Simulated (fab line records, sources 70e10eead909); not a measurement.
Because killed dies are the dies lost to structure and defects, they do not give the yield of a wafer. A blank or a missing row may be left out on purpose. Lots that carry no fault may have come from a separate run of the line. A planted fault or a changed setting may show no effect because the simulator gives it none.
Chamber matching :: flow nandHarc :: rieDiel-01 running NHARC_A_CHANNEL_HOLE_D1_ETCH_44: 4 sister chambers
The step etches the open film in CF4/O2, target depth 140 nm, overetch 14 nm, time 77 s. 4 wafers are shown with their chamber, then 9 later ones without.

WAFERS PAIRED WITH THEIR CHAMBERS
wafer: L288.2
chamber: 3
drypumpMotorCurrentA (A): 5.29

wafer: L288.6
chamber: 0
drypumpMotorCurrentA (A): 5.63

wafer: L289.5
chamber: 1
drypumpMotorCurrentA (A): 5.34

wafer: L289.6
chamber: 2
drypumpMotorCurrentA (A): 5.64

WAFERS WITH NO CHAMBER GIVEN
wafer: L291.2
drypumpMotorCurrentA (A): 5.29

wafer: L291.3
drypumpMotorCurrentA (A): 5.64

wafer: L291.4
drypumpMotorCurrentA (A): 5.68

wafer: L298.2
drypumpMotorCurrentA (A): 5.37

wafer: L298.4
drypumpMotorCurrentA (A): 5.60

wafer: L298.6
drypumpMotorCurrentA (A): 5.35

wafer: L299.2
drypumpMotorCurrentA (A): 5.34

wafer: L299.4
drypumpMotorCurrentA (A): 5.26

wafer: L299.6
drypumpMotorCurrentA (A): 5.60

EACH ONE'S CHAMBER
wafer: L291.2
from the rows above: 3
in truth: 3

wafer: L291.3
from the rows above: can't be placed: 2 or 0
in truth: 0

wafer: L291.4
from the rows above: can't be placed: 2 or 0
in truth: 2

wafer: L298.2
from the rows above: 1
in truth: 1

wafer: L298.4
from the rows above: can't be placed: 0 or 2
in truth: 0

wafer: L298.6
from the rows above: 1
in truth: 1

wafer: L299.2
from the rows above: 1
in truth: 1

wafer: L299.4
from the rows above: 3
in truth: 3

wafer: L299.6
from the rows above: can't be placed: 0 or 2
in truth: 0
5 of 9 placed correctly. Not placeable from these rows: 4 (in 4, the candidates include the true chamber). Number placed wrongly: 0.
How it was worked out, from the rows above alone: a wafer's distance from a chamber is the root of the sum, over the readings, of the square of ((its reading less the chamber's mean) divided by the reading's scatter). The wafer belongs to the nearest chamber; if the next one is less than 2 further off, it can't be placed. A chamber's mean is the mean of its shown wafers. The scatter: root of mean squared gap, hidden wafer to nearest shown wafer, with one shown wafer a chamber.
